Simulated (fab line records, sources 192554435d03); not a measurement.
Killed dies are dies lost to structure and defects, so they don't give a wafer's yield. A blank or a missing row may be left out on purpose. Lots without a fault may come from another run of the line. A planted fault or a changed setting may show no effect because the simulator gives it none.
One fault seen from 2 desks | flow n5_finfet | each desk has only its own numbers; what lay behind them comes last

THE TOOL OWNER'S DESK: krf_scanner-02
The tool's own readings at N5_BEOL_M12_EXPOSE_07 (exposes mask V11): means of the sampled wafers that have a number, for each lot that ran on this tool. A lot is out of limits, marked OUT, if its mean lies more than 4 standard deviations from the usual mean; the brackets give that distance.
Columns: A = exposure_dose_mJ_cm2 at N5_BEOL_M12_EXPOSE_07, usual 32.69
lot  | first seen here | A
L508 | day 11 14:23    | 32.93
L511 | day 12 17:04    | 32.90
L514 | day 13 10:50    | 32.93
L521 | day 15 10:15    | 32.98
L520 | day 15 10:31    | 32.91
This desk's finding: nothing out of limits on any of the 5 lots.

THE METROLOGY DESK
What the gauges read, lot by lot, whatever tool the lot ran on: means of the sampled wafers that have a number. A lot is out of limits, marked OUT, if its mean lies more than 4 standard deviations from the usual mean; the brackets give that distance. Of its 12 readings 7 are shown: the one that was out of limits first, and those that lie furthest out on some lot.
Columns: A = DIBL_N at N5_BEOL_M4_RC_MEAS_101, usual 36.2 mV/V; B = ION_N at N5_BEOL_M4_RC_MEAS_101, usual 675 uA/um; C = ION_P at N5_BEOL_M4_RC_MEAS_101, usual 464 uA/um; D = SS_P at N5_BEOL_M4_RC_MEAS_101, usual 73.4 mV/dec; E = VT_P at N5_BEOL_M4_RC_MEAS_101, usual -250 mV; F = cd_nm at N5_BEOL_M12_CD_MEAS_10, usual 140.1 nm; G = cd_nm at N5_BEOL_M12_CD_MEAS_28, usual 160.4 nm
lot  | first seen here | A    | B   | C   | D    | E    | F                | G
L506 | day 8 02:20     | 34.5 | 663 | 456 | 72.8 | -254 | 139.7            | 159.6
L508 | day 8 18:03     | 35.6 | 656 | 451 | 72.9 | -254 | 139.9            | 159.4
L510 | day 9 10:29     | 38.5 | 684 | 462 | 74.1 | -251 | 139.1            | 161.3
L511 | day 9 19:01     | 35.3 | 674 | 467 | 73.1 | -248 | 140.7            | 161.5
L514 | day 10 01:27    | 34.8 | 675 | 466 | 73.1 | -252 | 138.1            | 161.2
L516 | day 11 11:46    | 35.9 | 668 | 453 | 73.1 | -253 | 139.0            | 160.4
L520 | day 12 12:49    | 35.8 | 672 | 462 | 72.8 | -252 | 120.2 (-12) OUT  | 159.6
L521 | day 12 15:55    | 35.9 | 670 | 462 | 73.0 | -252 | 131.1 (-5.3) OUT | 161.3
L527 | day 14 01:01    | 36.9 | 677 | 467 | 73.7 | -248 | 137.9            | 158.8
This desk's finding: out of limits on L520, L521; first on L521, day 15 10:25 (cd_nm at N5_BEOL_M12_CD_MEAS_10). In limits: L506, L508, L510, L511, L514, L516, L527.

PUT TOGETHER
The metrology desk could have raised an alarm at day 15 10:25, on L520, L521.
The tool owner's desk saw nothing out of limits.
The tool owner's desk has L520, L521 on record, within its limits.
Of the lots named, all ran N5_BEOL_M12_EXPOSE_07 on krf_scanner-02.

WHAT THE SIMULATOR HAD PUT IN
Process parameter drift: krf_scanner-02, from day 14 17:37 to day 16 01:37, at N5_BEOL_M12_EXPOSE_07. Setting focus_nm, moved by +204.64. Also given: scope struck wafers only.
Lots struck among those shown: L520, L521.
Hours from the fault's start to each desk's first reading out of limits: the metrology desk, 17.
